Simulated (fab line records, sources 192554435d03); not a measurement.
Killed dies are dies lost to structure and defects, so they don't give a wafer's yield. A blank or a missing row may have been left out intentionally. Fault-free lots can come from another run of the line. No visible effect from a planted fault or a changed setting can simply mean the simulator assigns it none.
Matching of chambers + flow n5Finfet + 3 sister chambers for N5_BEOL_M2_ILD_DEP_00 on pecvd-03
The step deposits SiOC from DEMS/O2, target thk 79 nm, time 15.3 s. 16 wafers are shown with their chamber, then 7 later ones without.

## WAFERS WITH THEIR CHAMBER
| wafer  | chamber | throttleValvePct (%) | heaterPowerW (W) | showerheadPlenumPTorr (Torr) |
|--------|---------|----------------------|------------------|------------------------------|
| L579.2 | 2       | 11.0                 | 405              | 5.704                        |
| L579.5 | 2       | 10.9                 | 419              | 5.694                        |
| L579.6 | 0       | 12.1                 | 486              | 5.682                        |
| L582.4 | 1       | 12.2                 | 521              | 5.680                        |
| L582.5 | 0       | 11.6                 | 535              | 5.677                        |
| L583.1 | 2       | 11.1                 | 452              | 5.696                        |
| L583.4 | 2       | 11.3                 | 455              | 5.679                        |
| L583.5 | 1       | 12.0                 | 503              | 5.681                        |
| L592.2 | 0       | 11.9                 | 501              | 5.679                        |
| L592.4 | 2       | 11.2                 | 474              | 5.691                        |
| L592.5 | 0       | 11.5                 | 511              | 5.679                        |
| L594.3 | 1       | 12.2                 | 521              | 5.669                        |
| L594.5 | 0       | 11.5                 | 557              | 5.700                        |
| L594.6 | 1       | 11.9                 | 504              | 5.672                        |
| L596.2 | 2       | 11.2                 | 470              | 5.695                        |
| L596.4 | 2       | 10.9                 | 476              | 5.686                        |

SIGNATURES (averages over the wafers above)
| reading               | chamber 0 | chamber 1 | chamber 2 | scatter within a chamber |
|-----------------------|-----------|-----------|-----------|--------------------------|
| throttleValvePct      | 11.720    | 12.075    | 11.086    | 0.197                    |
| heaterPowerW          | 518.00    | 512.25    | 450.14    | 25                       |
| showerheadPlenumPTorr | 5.68340   | 5.67550   | 5.69214   | 0.00804                  |
Rule: for a wafer and a chamber, the distance is found by dividing, reading by reading, the gap between the wafer's reading and the chamber's mean by the reading's scatter, squaring, summing and taking the root. The wafer belongs to the nearest chamber; if the next one is less than 2 further off, it can't be placed. The scatter: the root of (the sum of the squares of (reading less its chamber's mean) over the shown wafers, divided by (wafers less chambers)).

## WAFERS WITHOUT THEIR CHAMBER
| wafer  | throttleValvePct (%) | heaterPowerW (W) | showerheadPlenumPTorr (Torr) |
|--------|----------------------|------------------|------------------------------|
| L596.6 | 11.8                 | 517              | 5.683                        |
| L600.1 | 12.2                 | 575              | 5.679                        |
| L600.3 | 12.2                 | 451              | 5.677                        |
| L600.6 | 11.0                 | 437              | 5.699                        |
| L599.1 | 12.1                 | 503              | 5.684                        |
| L599.4 | 12.0                 | 502              | 5.679                        |
| L599.5 | 11.6                 | 544              | 5.679                        |

## WHICH CHAMBER EACH WENT THROUGH
| wafer  | from the rows above     | in truth |
|--------|-------------------------|----------|
| L596.6 | can't be placed: 0 or 1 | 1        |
| L600.1 | can't be placed: 1 or 0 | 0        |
| L600.3 | can't be placed: 1 or 0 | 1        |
| L600.6 | 2                       | 2        |
| L599.1 | can't be placed: 1 or 0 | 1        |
| L599.4 | can't be placed: 1 or 0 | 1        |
| L599.5 | can't be placed: 0 or 1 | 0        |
1 of 7 placed correctly. These rows do not allow placing 6 (true chamber among the candidates in 6). Wrongly placed: 0.
